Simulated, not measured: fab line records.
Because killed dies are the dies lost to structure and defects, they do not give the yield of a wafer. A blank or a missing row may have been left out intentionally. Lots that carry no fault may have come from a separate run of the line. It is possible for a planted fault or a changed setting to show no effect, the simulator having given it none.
The same fault as seen by 2 desks | flow n5_finfet | each desk holds nothing but its own numbers, with what lay behind them at the end

== AT THE TOOL OWNER'S DESK: litho_track-05 ==
The tool's own readings at N5_BEOL_M0_SAQP_COAT_69 (time 60 s, resist thk 90 nm): means of the sampled wafers that have a number, for each lot that ran on this tool. Any lot whose mean is over 4 standard deviations away from the usual mean is out of limits and marked OUT; that distance is given in the brackets.
Columns: A = spin_speed_rpm at N5_BEOL_M0_SAQP_COAT_69, usual 1500.0 rpm
lot  | first seen here | A
L831 | day 6 12:23     | 1499.8
L838 | day 8 04:25     | 1616.7 (+99 or more) OUT
L840 | day 8 17:31     | 1617.5 (+99 or more) OUT
This desk finds L838, L840 out of limits, L838 being first, at day 8 04:25 (spin_speed_rpm at N5_BEOL_M0_SAQP_COAT_69). Within limits: L831.

== THE METROLOGY DESK ==
What the gauges read for every lot (on any tool): the sampled wafers with a number, averaged. Any lot whose mean is over 4 standard deviations away from the usual mean is out of limits and marked OUT; that distance is given in the brackets. Only the readings that lie furthest out on some lot appear, 7 of the 10 it has.
Columns: A = DIBL_P at N5_BEOL_M4_RC_MEAS_101, usual 36 mV/V; B = IOFF_N at N5_BEOL_M4_RC_MEAS_101, usual 0.16 nA/um; C = IOFF_P at N5_BEOL_M4_RC_MEAS_101, usual 0.21 nA/um; D = ION_N at N5_BEOL_M4_RC_MEAS_101, usual 674 uA/um; E = ION_P at N5_BEOL_M4_RC_MEAS_101, usual 462 uA/um; F = VT_N at N5_BEOL_M4_RC_MEAS_101, usual 249 mV; G = VT_P at N5_BEOL_M4_RC_MEAS_101, usual -250 mV
lot  | first seen here | A  | B    | C    | D   | E   | F   | G
L831 | day 11 19:55    | 40 | 0.21 | 0.28 | 689 | 472 | 245 | -246
L840 | day 13 09:08    | 35 | 0.14 | 0.19 | 669 | 463 | 252 | -252
L838 | day 13 16:00    | 34 | 0.15 | 0.22 | 677 | 467 | 248 | -247
L844 | day 14 17:26    | 37 | 0.18 | 0.22 | 682 | 463 | 247 | -251
Finding of this desk: none of the 4 lots has anything out of limits.

== PUT TOGETHER ==
The tool owner's desk could have raised an alarm at day 8 04:25, on L838, L840.
From the metrology desk's view, nothing was out of limits.
The metrology desk holds a record of L838, L840, inside its limits.
Of the lots named, all ran N5_BEOL_M0_SAQP_COAT_69 on litho_track-05.

== WHAT THE SIMULATOR HAD PUT IN ==
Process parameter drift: litho_track-05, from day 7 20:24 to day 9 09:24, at N5_BEOL_M0_SAQP_COAT_69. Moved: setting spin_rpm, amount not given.
Shown lots that were struck: L838, L840.
Delay in hours, fault start to first out-of-limits reading, by desk: the tool owner's desk at 8.
